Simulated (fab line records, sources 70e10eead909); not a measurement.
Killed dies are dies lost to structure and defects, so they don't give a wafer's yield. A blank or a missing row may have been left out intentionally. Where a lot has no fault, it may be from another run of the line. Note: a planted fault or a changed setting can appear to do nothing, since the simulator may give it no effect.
What tool caused it? | flow nandHarc | 14 lots with 42 wafers sampled at 5 steps, on a route of 1302 steps

## WHAT THE GAUGES SHOWED, per wafer
NHARC_A_BONDPAD_THK_MEAS_30: measures by ellipsometry. Usual: thkNm reads 199.9 nm (standard deviation 1.3).
lot  | measured     | on           | thkNm (nm)        | flag
L842 | day 22 22:49 | filmMetro-01 | 201.0 200.5 202.3 | 
L843 | day 23 18:36 | filmMetro-02 | 201.0 201.2 201.2 | 
L845 | day 23 21:08 | filmMetro-02 | 198.9 199.4 198.9 | 
L846 | day 24 10:14 | filmMetro-01 | 202.2 199.1 197.6 | 
L848 | day 25 21:23 | filmMetro-01 | 200.0 200.8 200.7 | 
L852 | day 27 08:25 | filmMetro-02 | 201.4 202.4 198.7 | 
L854 | day 28 02:45 | filmMetro-01 | 200.4 200.8 200.3 | 
L856 | day 28 22:17 | filmMetro-01 | 201.1 199.6 197.4 | 
L857 | day 29 05:17 | filmMetro-02 | 200.9 199.5 198.9 | 
L858 | day 29 07:47 | filmMetro-01 | 201.1 198.9 201.9 | 
L860 | day 30 14:22 | filmMetro-02 | 200.3 202.5 199.5 | 
L862 | day 31 11:07 | filmMetro-01 | 201.5 200.9 200.2 | 
L864 | day 32 04:50 | filmMetro-02 | 201.7 199.9 200.1 | 
L865 | day 32 07:58 | filmMetro-02 | 199.3 200.9 200.2 | 

NHARC_A_BONDPAD_THK_MEAS_20: measures by xrf. Usual: thkNm reads 169.9 nm (standard deviation 1.5).
lot  | measured     | on           | thkNm (nm)        | flag
L842 | day 23 02:01 | filmMetro-02 | 171.7 167.4 169.0 | 
L843 | day 23 21:44 | filmMetro-01 | 170.7 168.6 168.7 | 
L845 | day 24 00:11 | filmMetro-01 | 170.9 168.6 170.4 | 
L846 | day 24 13:14 | filmMetro-01 | 169.8 171.5 170.0 | 
L848 | day 26 00:30 | filmMetro-02 | 170.4 170.3 168.9 | 
L852 | day 27 11:32 | filmMetro-01 | 30.3 30.1 30.1    | OFF
L854 | day 28 06:04 | filmMetro-02 | 29.5 30.3 30.9    | OFF
L856 | day 29 01:19 | filmMetro-02 | 170.0 170.5 169.8 | 
L857 | day 29 08:25 | filmMetro-01 | 170.2 169.5 171.1 | 
L858 | day 29 11:04 | filmMetro-02 | 170.3 169.9 170.2 | 
L860 | day 30 17:32 | filmMetro-01 | 169.5 170.3 171.0 | 
L862 | day 31 14:11 | filmMetro-02 | 168.7 170.0 170.7 | 
L864 | day 32 07:50 | filmMetro-02 | 165.2 169.4 169.9 | 
L865 | day 32 10:59 | filmMetro-02 | 170.1 171.5 171.9 | 

NHARC_HYBRID_BOND_OVL_MEAS_05. Usual: overlayXNm 4 nm, standard deviation 37; overlayYNm -2 nm, standard deviation 35.
lot  | measured     | on         | overlayXNm (nm) | overlayYNm (nm) | flag
L842 | day 24 10:26 | overlay-02 | -9 40 -17       | -59 30 38       | 
L843 | day 24 10:26 | overlay-01 | 5 21 -16        | 0 7 30          | 
L845 | day 24 13:58 | overlay-01 | 24 10 72        | 19 -21 -20      | 
L846 | day 24 23:52 | overlay-01 | 26 7 4          | -42 14 26       | 
L848 | day 26 09:27 | overlay-02 | -5 -35 -11      | 43 -2 -28       | 
L856 | day 29 13:35 | overlay-01 | -48 37 -8       | -39 9 -14       | 
L857 | day 29 18:07 | overlay-01 | 12 21 55        | -53 -3 -15      | 
L858 | day 29 18:07 | overlay-02 | -36 42 0        | -73 6 3         | 
L860 | day 31 04:16 | overlay-01 | 0 15 38         | -14 46 -4       | 
L862 | day 32 02:52 | overlay-01 | 27 -11 1        | -1 41 12        | 
L864 | day 32 14:13 | overlay-02 | -59 26 30       | -11 -14 76      | 
L865 | day 32 21:11 | overlay-01 | -11 7 37        | -40 -10 45      | 

## TOOL THAT RAN EACH LOT (tool first, then ch and the chambers of the sampled wafers, then the start)
lot  | NHARC_A_BONDPAD_ECD_18        | NHARC_A_BONDPAD_ANNEAL_28
L842 | ecdCu-01 ch 0,1, day 23 01:01 | rtpAnneal-02 ch 0, day 23 01:20
L843 | ecdCu-02 ch 0,1, day 23 20:47 | rtpAnneal-01 ch 0, day 23 21:10
L845 | ecdCu-02 ch 0,1, day 23 23:12 | rtpAnneal-02 ch 0, day 23 23:35
L846 | ecdCu-01 ch 0,1, day 24 12:14 | rtpAnneal-02 ch 0, day 24 12:37
L848 | ecdCu-01 ch 0,1, day 25 23:34 | rtpAnneal-01 ch 0, day 25 23:59
L852 | ecdCu-01 ch 0,1, day 27 10:29 | rtpAnneal-01 ch 0, day 27 10:52
L854 | ecdCu-02 ch 1, day 28 05:00   | rtpAnneal-01 ch 0, day 28 05:23
L856 | ecdCu-02 ch 0,1, day 29 00:16 | rtpAnneal-01 ch 0, day 29 00:39
L857 | ecdCu-01 ch 0,1, day 29 07:22 | rtpAnneal-02 ch 0, day 29 07:44
L858 | ecdCu-02 ch 0,1, day 29 10:01 | rtpAnneal-01 ch 0, day 29 10:29
L860 | ecdCu-01 ch 0, day 30 16:33   | rtpAnneal-01 ch 0, day 30 16:56
L862 | ecdCu-02 ch 0,1, day 31 13:14 | rtpAnneal-01 ch 0, day 31 13:37
L864 | ecdCu-01 ch 0,1, day 32 06:53 | rtpAnneal-01 ch 0, day 32 07:16
L865 | ecdCu-01 ch 0,1, day 32 09:59 | rtpAnneal-01 ch 0, day 32 10:22
- NHARC_A_BONDPAD_ECD_18: material Cu, target thk 400 nm.
- NHARC_A_BONDPAD_ANNEAL_28: time 90 s.

## WHAT THE TOOLS THEMSELVES READ (means of the sampled wafers that have a number; where no wafer has one, the mark that the record gives instead)
NHARC_A_BONDPAD_ECD_18. Usual: bathHeatDutyPct 6.4 %, standard deviation 0.9; bathTempC 25.00 C, standard deviation 0.1.
lot  | tool     | bathHeatDutyPct (%) | bathTempC (C) | flag
L842 | ecdCu-01 | 6.0                 | 24.97         | 
L843 | ecdCu-02 | 6.5                 | 25.03         | 
L845 | ecdCu-02 | 6.8                 | 25.04         | 
L846 | ecdCu-01 | 6.2                 | 25.01         | 
L848 | ecdCu-01 | 6.2                 | 25.08         | 
L852 | ecdCu-01 | -                   | -             | OFF
L854 | ecdCu-02 | -                   | -             | OFF
L856 | ecdCu-02 | 7.0                 | 25.02         | 
L857 | ecdCu-01 | 6.6                 | 25.06         | 
L858 | ecdCu-02 | 6.4                 | 25.01         | 
L860 | ecdCu-01 | 6.8                 | 24.96         | 
L862 | ecdCu-02 | 6.4                 | 24.95         | 
L864 | ecdCu-01 | 6.7                 | 24.96         | 
L865 | ecdCu-01 | 6.3                 | 24.84         | 

NHARC_A_BONDPAD_ANNEAL_28. Usual: wafer_temp_C_max reads 226.3 (standard deviation 0.42).
lot  | tool         | wafer_temp_C_max | flag
L842 | rtpAnneal-02 | 225.8            | 
L843 | rtpAnneal-01 | 226.5            | 
L845 | rtpAnneal-02 | 225.9            | 
L846 | rtpAnneal-02 | 225.9            | 
L848 | rtpAnneal-01 | 226.7            | 
L852 | rtpAnneal-01 | 226.8            | 
L854 | rtpAnneal-01 | 226.5            | 
L856 | rtpAnneal-01 | 226.6            | 
L857 | rtpAnneal-02 | 225.9            | 
L858 | rtpAnneal-01 | 226.7            | 
L860 | rtpAnneal-01 | 226.6            | 
L862 | rtpAnneal-01 | 226.6            | 
L864 | rtpAnneal-01 | 226.9            | 
L865 | rtpAnneal-01 | 226.7            | 

## THE ANSWER, worked out from the rows above alone
Rule: take the mean of a lot's wafers that have a number; if it is more than 3 standard deviations from the usual mean, the lot is off. Also off: a lot with no number at a reading for which 4 or more lots have one. Where the step has rows for the other lots, those lots are counted as sound. First the gauges in route order, then the tools' own readings, where a lot's mean is used as printed above. The first step at which some lot is off is used, and at that step the reading that is off furthest; a lot without a number counts as furthest.
Off: L852, L854, at NHARC_A_BONDPAD_THK_MEAS_20 (thkNm).
If a tool, at a process step before that reading, ran all the lots that are off and no sound lot after the first of them, it fits. Not tried: the gauges at NHARC_A_BONDPAD_THK_MEAS_20; whatever is off there is also off at NHARC_A_BONDPAD_ECD_18, on other tools, and gauge error can't account for it. Not one of the candidates tried fits.

## WHAT THE SIMULATOR PUT IN
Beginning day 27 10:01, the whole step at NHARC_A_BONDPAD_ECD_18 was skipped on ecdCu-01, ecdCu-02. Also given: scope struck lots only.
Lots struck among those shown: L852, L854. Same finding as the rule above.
